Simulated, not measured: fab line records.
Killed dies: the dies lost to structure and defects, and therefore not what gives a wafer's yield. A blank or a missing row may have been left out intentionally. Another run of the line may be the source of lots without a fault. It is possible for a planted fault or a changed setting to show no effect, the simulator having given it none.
Which tool was responsible? / flow n5 finfet / 30 wafers from 10 lots sampled at 5 of the route's 1938 steps

## WHAT THE GAUGES READ, wafer by wafer
The record holds no reading of a measuring or inspecting step that can be judged against a usual standard deviation.

## WHAT TOOL EACH LOT RAN ON (gives the tool, then ch and the chambers of the sampled wafers, and finally the start)
lot=L634; N5_FIN_SAQP_MANDREL_ETCH_22=rie si-03 ch 0,2, day 2 03:34; N5_FIN_SAQP_RECESS_75=vapor etch-02 ch 0,1, day 2 04:00; N5_FIN_SAQP_ETCH_69=rie diel-06 ch 1,3, day 2 06:25; N5_FIN_SAQP_STRIP_70=rie diel-06 ch 1,3, day 2 06:31; N5_PASSIVATION_PROBE_49=-
lot=L638; N5_FIN_SAQP_MANDREL_ETCH_22=rie si-03 ch 2,3, day 3 04:20; N5_FIN_SAQP_RECESS_75=vapor etch-01 ch 0,1, day 3 04:57; N5_FIN_SAQP_ETCH_69=rie diel-04 ch 0,1, day 3 07:13; N5_FIN_SAQP_STRIP_70=rie diel-04 ch 0,1, day 3 07:19; N5_PASSIVATION_PROBE_49=-
lot=L641; N5_FIN_SAQP_MANDREL_ETCH_22=rie si-04 ch 0,2, day 3 22:52; N5_FIN_SAQP_RECESS_75=vapor etch-02 ch 0, day 3 23:18; N5_FIN_SAQP_ETCH_69=rie diel-04 ch 0,1,2, day 4 01:19; N5_FIN_SAQP_STRIP_70=rie diel-04 ch 0,1,2, day 4 01:25; N5_PASSIVATION_PROBE_49=-
lot=L643; N5_FIN_SAQP_MANDREL_ETCH_22=rie si-01 ch 0,1,2, day 4 10:37; N5_FIN_SAQP_RECESS_75=vapor etch-02 ch 0,1, day 4 11:02; N5_FIN_SAQP_ETCH_69=rie diel-04 ch 0,1,3, day 4 13:07; N5_FIN_SAQP_STRIP_70=rie diel-04 ch 0,1,3, day 4 13:13; N5_PASSIVATION_PROBE_49=-
lot=L644; N5_FIN_SAQP_MANDREL_ETCH_22=rie si-04 ch 1,2,3, day 4 16:51; N5_FIN_SAQP_RECESS_75=vapor etch-02 ch 0,1, day 4 17:19; N5_FIN_SAQP_ETCH_69=rie diel-04 ch 0,1,3, day 4 21:10; N5_FIN_SAQP_STRIP_70=rie diel-04 ch 0,1,3, day 4 21:16; N5_PASSIVATION_PROBE_49=-
lot=L645; N5_FIN_SAQP_MANDREL_ETCH_22=rie si-01 ch 2,3, day 4 21:47; N5_FIN_SAQP_RECESS_75=vapor etch-01 ch 0,1, day 4 22:13; N5_FIN_SAQP_ETCH_69=rie diel-02 ch 0,2,3, day 5 00:14; N5_FIN_SAQP_STRIP_70=rie diel-02 ch 0,2,3, day 5 00:20; N5_PASSIVATION_PROBE_49=prober-01, day 14 20:36
lot=L651; N5_FIN_SAQP_MANDREL_ETCH_22=rie si-01 ch 0,1,2, day 6 09:40; N5_FIN_SAQP_RECESS_75=vapor etch-01 ch 0, day 6 10:05; N5_FIN_SAQP_ETCH_69=rie diel-06 ch 0,1,3, day 6 12:26; N5_FIN_SAQP_STRIP_70=rie diel-06 ch 0,1,3, day 6 12:32; N5_PASSIVATION_PROBE_49=-
lot=L653; N5_FIN_SAQP_MANDREL_ETCH_22=rie si-01 ch 1,3, day 6 22:37; N5_FIN_SAQP_RECESS_75=vapor etch-02 ch 0,1, day 6 23:04; N5_FIN_SAQP_ETCH_69=rie diel-04 ch 0,1,2, day 7 02:38; N5_FIN_SAQP_STRIP_70=rie diel-04 ch 0,1,2, day 7 02:44; N5_PASSIVATION_PROBE_49=-
lot=L654; N5_FIN_SAQP_MANDREL_ETCH_22=rie si-03 ch 1,2,3, day 7 04:38; N5_FIN_SAQP_RECESS_75=vapor etch-01 ch 0,1, day 7 05:03; N5_FIN_SAQP_ETCH_69=rie diel-02 ch 0,2,3, day 7 10:37; N5_FIN_SAQP_STRIP_70=rie diel-02 ch 0,2,3, day 7 10:43; N5_PASSIVATION_PROBE_49=-
lot=L655; N5_FIN_SAQP_MANDREL_ETCH_22=rie si-03 ch 0,1,2, day 7 13:25; N5_FIN_SAQP_RECESS_75=vapor etch-01 ch 0,1, day 7 13:52; N5_FIN_SAQP_ETCH_69=rie diel-06 ch 1,2,3, day 7 16:20; N5_FIN_SAQP_STRIP_70=rie diel-06 ch 1,2,3, day 7 16:26; N5_PASSIVATION_PROBE_49=-
- N5_FIN_SAQP_MANDREL_ETCH_22: etches a-Si in HBr/Cl2, stops on SiNx, target depth 60 nm, bt time 10 s, time 30 s.
- N5_FIN_SAQP_RECESS_75: chemistry HF/NH3, target SiO2, target depth 14.4 nm, afs cycles 3, sublimation time 60 s.
- N5_FIN_SAQP_ETCH_69: etches SOC in N2/H2, stops on SiNx, target depth 150 nm.
- N5_FIN_SAQP_STRIP_70: strips in N2/H2.
- N5_PASSIVATION_PROBE_49

## AS READ BY THE TOOLS THEMSELVES (means over the sampled wafers that have a number; for cases with no such wafer, the mark the record gives instead)
N5_FIN_SAQP_MANDREL_ETCH_22. Usual: bias w 74.98 W, standard deviation 0.2; drypump motor current A 5.9 A, standard deviation 0.49; oes product au 0.771 a.u., standard deviation 0.015; rf fwd power W 795.7 W, standard deviation 2.7; throttle valve pct 35.29 %, standard deviation 0.26.
lot=L634; tool=rie si-03; bias w (W)=75.11; drypump motor current A (A)=5.8; oes product au (a.u.)=0.760; rf fwd power W (W)=794.9; throttle valve pct (%)=35.39; flag=
lot=L638; tool=rie si-03; bias w (W)=74.93; drypump motor current A (A)=5.4; oes product au (a.u.)=0.765; rf fwd power W (W)=794.5; throttle valve pct (%)=35.36; flag=
lot=L641; tool=rie si-04; bias w (W)=74.93; drypump motor current A (A)=5.5; oes product au (a.u.)=0.780; rf fwd power W (W)=798.0; throttle valve pct (%)=35.19; flag=
lot=L643; tool=rie si-01; bias w (W)=74.99; drypump motor current A (A)=6.0; oes product au (a.u.)=0.761; rf fwd power W (W)=795.4; throttle valve pct (%)=35.31; flag=
lot=L644; tool=rie si-04; bias w (W)=75.11; drypump motor current A (A)=5.5; oes product au (a.u.)=0.777; rf fwd power W (W)=796.7; throttle valve pct (%)=35.26; flag=
lot=L645; tool=rie si-01; bias w (W)=74.79; drypump motor current A (A)=6.4; oes product au (a.u.)=0.776; rf fwd power W (W)=794.5; throttle valve pct (%)=35.42; flag=
lot=L651; tool=rie si-01; bias w (W)=75.14; drypump motor current A (A)=6.0; oes product au (a.u.)=0.757; rf fwd power W (W)=796.0; throttle valve pct (%)=35.33; flag=
lot=L653; tool=rie si-01; bias w (W)=74.85; drypump motor current A (A)=6.4; oes product au (a.u.)=0.778; rf fwd power W (W)=797.0; throttle valve pct (%)=35.57; flag=
lot=L654; tool=rie si-03; bias w (W)=75.08; drypump motor current A (A)=5.5; oes product au (a.u.)=0.771; rf fwd power W (W)=796.4; throttle valve pct (%)=35.18; flag=
lot=L655; tool=rie si-03; bias w (W)=74.77; drypump motor current A (A)=5.8; oes product au (a.u.)=0.764; rf fwd power W (W)=796.0; throttle valve pct (%)=35.19; flag=

N5_FIN_SAQP_RECESS_75. Usual: drypump motor current A 5.8 A, standard deviation 0.44; temp c 30.01 C, standard deviation 0.1.
lot=L634; tool=vapor etch-02; drypump motor current A (A)=5.4; temp c (C)=30.12; flag=
lot=L638; tool=vapor etch-01; drypump motor current A (A)=6.3; temp c (C)=29.95; flag=
lot=L641; tool=vapor etch-02; drypump motor current A (A)=5.2; temp c (C)=29.98; flag=
lot=L643; tool=vapor etch-02; drypump motor current A (A)=5.7; temp c (C)=30.04; flag=
lot=L644; tool=vapor etch-02; drypump motor current A (A)=5.4; temp c (C)=29.87; flag=
lot=L645; tool=vapor etch-01; drypump motor current A (A)=6.1; temp c (C)=29.99; flag=
lot=L651; tool=vapor etch-01; drypump motor current A (A)=6.5; temp c (C)=30.08; flag=
lot=L653; tool=vapor etch-02; drypump motor current A (A)=5.7; temp c (C)=29.95; flag=
lot=L654; tool=vapor etch-01; drypump motor current A (A)=6.2; temp c (C)=30.06; flag=
lot=L655; tool=vapor etch-01; drypump motor current A (A)=6.1; temp c (C)=29.85; flag=

N5_FIN_SAQP_ETCH_69. Usual: bias w 60.99 W, standard deviation 0.2; drypump motor current A 5.6 A, standard deviation 0.48; n2 flow sccm 200.0 sccm, standard deviation 0.62; oes product au 0.81 a.u., standard deviation 0.096; rf fwd power W 844 W, standard deviation 3.3; rf vpp V 241.0 V, standard deviation 1.2; showerhead plenum p Torr 2.56 Torr, standard deviation 0.06; throttle valve pct 17.73 %, standard deviation 0.28.
lot=L634; tool=rie diel-06; bias w (W)=60.86; drypump motor current A (A)=5.2; n2 flow sccm (sccm)=200.5; oes product au (a.u.)=0.71; rf fwd power W (W)=842; rf vpp V (V)=242.3; showerhead plenum p Torr (Torr)=2.60; throttle valve pct (%)=18.07; flag=
lot=L638; tool=rie diel-04; bias w (W)=61.05; drypump motor current A (A)=5.8; n2 flow sccm (sccm)=200.0; oes product au (a.u.)=0.80; rf fwd power W (W)=844; rf vpp V (V)=241.1; showerhead plenum p Torr (Torr)=2.56; throttle valve pct (%)=17.71; flag=
lot=L641; tool=rie diel-04; bias w (W)=60.96; drypump motor current A (A)=5.6; n2 flow sccm (sccm)=199.5; oes product au (a.u.)=0.87; rf fwd power W (W)=1016; rf vpp V (V)=228.9; showerhead plenum p Torr (Torr)=2.58; throttle valve pct (%)=17.53; flag=OFF
lot=L643; tool=rie diel-04; bias w (W)=60.84; drypump motor current A (A)=5.7; n2 flow sccm (sccm)=200.2; oes product au (a.u.)=0.81; rf fwd power W (W)=1012; rf vpp V (V)=229.2; showerhead plenum p Torr (Torr)=2.57; throttle valve pct (%)=17.66; flag=OFF
lot=L644; tool=rie diel-04; bias w (W)=61.09; drypump motor current A (A)=5.8; n2 flow sccm (sccm)=200.5; oes product au (a.u.)=0.81; rf fwd power W (W)=1010; rf vpp V (V)=229.0; showerhead plenum p Torr (Torr)=2.57; throttle valve pct (%)=17.65; flag=OFF
lot=L645; tool=rie diel-02; bias w (W)=61.18; drypump motor current A (A)=5.3; n2 flow sccm (sccm)=199.6; oes product au (a.u.)=0.81; rf fwd power W (W)=843; rf vpp V (V)=240.8; showerhead plenum p Torr (Torr)=2.57; throttle valve pct (%)=17.86; flag=
lot=L651; tool=rie diel-06; bias w (W)=61.17; drypump motor current A (A)=5.4; n2 flow sccm (sccm)=200.6; oes product au (a.u.)=0.79; rf fwd power W (W)=847; rf vpp V (V)=241.2; showerhead plenum p Torr (Torr)=2.56; throttle valve pct (%)=17.86; flag=
lot=L653; tool=rie diel-04; bias w (W)=61.16; drypump motor current A (A)=5.6; n2 flow sccm (sccm)=200.3; oes product au (a.u.)=0.82; rf fwd power W (W)=842; rf vpp V (V)=240.6; showerhead plenum p Torr (Torr)=2.57; throttle valve pct (%)=17.57; flag=
lot=L654; tool=rie diel-02; bias w (W)=61.00; drypump motor current A (A)=5.3; n2 flow sccm (sccm)=199.6; oes product au (a.u.)=0.78; rf fwd power W (W)=845; rf vpp V (V)=241.3; showerhead plenum p Torr (Torr)=2.56; throttle valve pct (%)=17.89; flag=
lot=L655; tool=rie diel-06; bias w (W)=61.05; drypump motor current A (A)=5.5; n2 flow sccm (sccm)=200.1; oes product au (a.u.)=0.82; rf fwd power W (W)=842; rf vpp V (V)=240.6; showerhead plenum p Torr (Torr)=2.54; throttle valve pct (%)=17.84; flag=

N5_FIN_SAQP_STRIP_70. Usual: drypump motor current A is 5.6 A with standard deviation 0.48, n2 flow sccm is 300.1 sccm with standard deviation 0.87, oes product au is 0.83 a.u. with standard deviation 0.1, rf vpp V is 122.1 V with standard deviation 0.9, showerhead plenum p Torr is 3.38 Torr with standard deviation 0.076, temp c is 40.00 C with standard deviation 0.12, and throttle valve pct is 18.9 % with standard deviation 0.35.
lot=L634; tool=rie diel-06; drypump motor current A (A)=5.2; n2 flow sccm (sccm)=300.1; oes product au (a.u.)=0.71; rf vpp V (V)=122.7; showerhead plenum p Torr (Torr)=3.43; temp c (C)=40.04; throttle valve pct (%)=19.1; flag=
lot=L638; tool=rie diel-04; drypump motor current A (A)=5.8; n2 flow sccm (sccm)=299.7; oes product au (a.u.)=0.81; rf vpp V (V)=122.4; showerhead plenum p Torr (Torr)=3.38; temp c (C)=40.07; throttle valve pct (%)=18.9; flag=
lot=L641; tool=rie diel-04; drypump motor current A (A)=5.7; n2 flow sccm (sccm)=300.4; oes product au (a.u.)=0.87; rf vpp V (V)=121.8; showerhead plenum p Torr (Torr)=3.40; temp c (C)=39.90; throttle valve pct (%)=18.7; flag=
lot=L643; tool=rie diel-04; drypump motor current A (A)=5.8; n2 flow sccm (sccm)=300.2; oes product au (a.u.)=0.82; rf vpp V (V)=121.1; showerhead plenum p Torr (Torr)=3.39; temp c (C)=40.04; throttle valve pct (%)=18.8; flag=
lot=L644; tool=rie diel-04; drypump motor current A (A)=5.8; n2 flow sccm (sccm)=300.3; oes product au (a.u.)=0.81; rf vpp V (V)=122.2; showerhead plenum p Torr (Torr)=3.39; temp c (C)=39.84; throttle valve pct (%)=18.8; flag=
lot=L645; tool=rie diel-02; drypump motor current A (A)=5.3; n2 flow sccm (sccm)=299.5; oes product au (a.u.)=0.82; rf vpp V (V)=121.7; showerhead plenum p Torr (Torr)=3.39; temp c (C)=40.01; throttle valve pct (%)=19.0; flag=
lot=L651; tool=rie diel-06; drypump motor current A (A)=5.4; n2 flow sccm (sccm)=301.6; oes product au (a.u.)=0.80; rf vpp V (V)=121.7; showerhead plenum p Torr (Torr)=3.37; temp c (C)=40.05; throttle valve pct (%)=19.0; flag=
lot=L653; tool=rie diel-04; drypump motor current A (A)=5.7; n2 flow sccm (sccm)=299.8; oes product au (a.u.)=0.83; rf vpp V (V)=121.7; showerhead plenum p Torr (Torr)=3.39; temp c (C)=40.05; throttle valve pct (%)=18.7; flag=
lot=L654; tool=rie diel-02; drypump motor current A (A)=5.3; n2 flow sccm (sccm)=300.3; oes product au (a.u.)=0.78; rf vpp V (V)=122.1; showerhead plenum p Torr (Torr)=3.37; temp c (C)=40.02; throttle valve pct (%)=19.1; flag=
lot=L655; tool=rie diel-06; drypump motor current A (A)=5.5; n2 flow sccm (sccm)=300.0; oes product au (a.u.)=0.83; rf vpp V (V)=122.5; showerhead plenum p Torr (Torr)=3.36; temp c (C)=40.09; throttle valve pct (%)=19.0; flag=

N5_PASSIVATION_PROBE_49. Usual: killed_at_M0_to_M3 33, standard deviation 8.9; killed_at_M4_up 15, standard deviation 5.4; killed at contacts 13, standard deviation 5.8; killed at front end 39, standard deviation 9.9; killed at other 3.2, standard deviation 2.9; killed dies 102, standard deviation 15; killed open 68, standard deviation 12; killed short 34, standard deviation 7.6.
lot=L645; tool=prober-01; killed_at_M0_to_M3=45; killed_at_M4_up=9; killed at contacts=14; killed at front end=38; killed at other=2.7; killed dies=109; killed open=73; killed short=36; flag=

## THE ANSWER, worked out from the rows above alone
Rule: take the mean of a lot's wafers that have a number; if it is more than 3 standard deviations from the usual mean, the lot is off. A lot without any number at a reading at which 4 lots or more have one is off too. Where the step has rows for the other lots, those lots are counted as sound. First the gauges in route order, then the tools' own readings, where a lot's mean is used as printed above. The first step at which some lot is off is used, and at that step the reading that is off furthest; a lot without a number counts as furthest.
Off at N5_FIN_SAQP_ETCH_69 (rf fwd power W): L641, L643, L644.
If a tool, at that step or one of the process steps before it, ran each lot that is off and ran no sound lot following the first of them, it fits. None of those tried fits.

## WHAT THE SIMULATOR HAD PUT IN
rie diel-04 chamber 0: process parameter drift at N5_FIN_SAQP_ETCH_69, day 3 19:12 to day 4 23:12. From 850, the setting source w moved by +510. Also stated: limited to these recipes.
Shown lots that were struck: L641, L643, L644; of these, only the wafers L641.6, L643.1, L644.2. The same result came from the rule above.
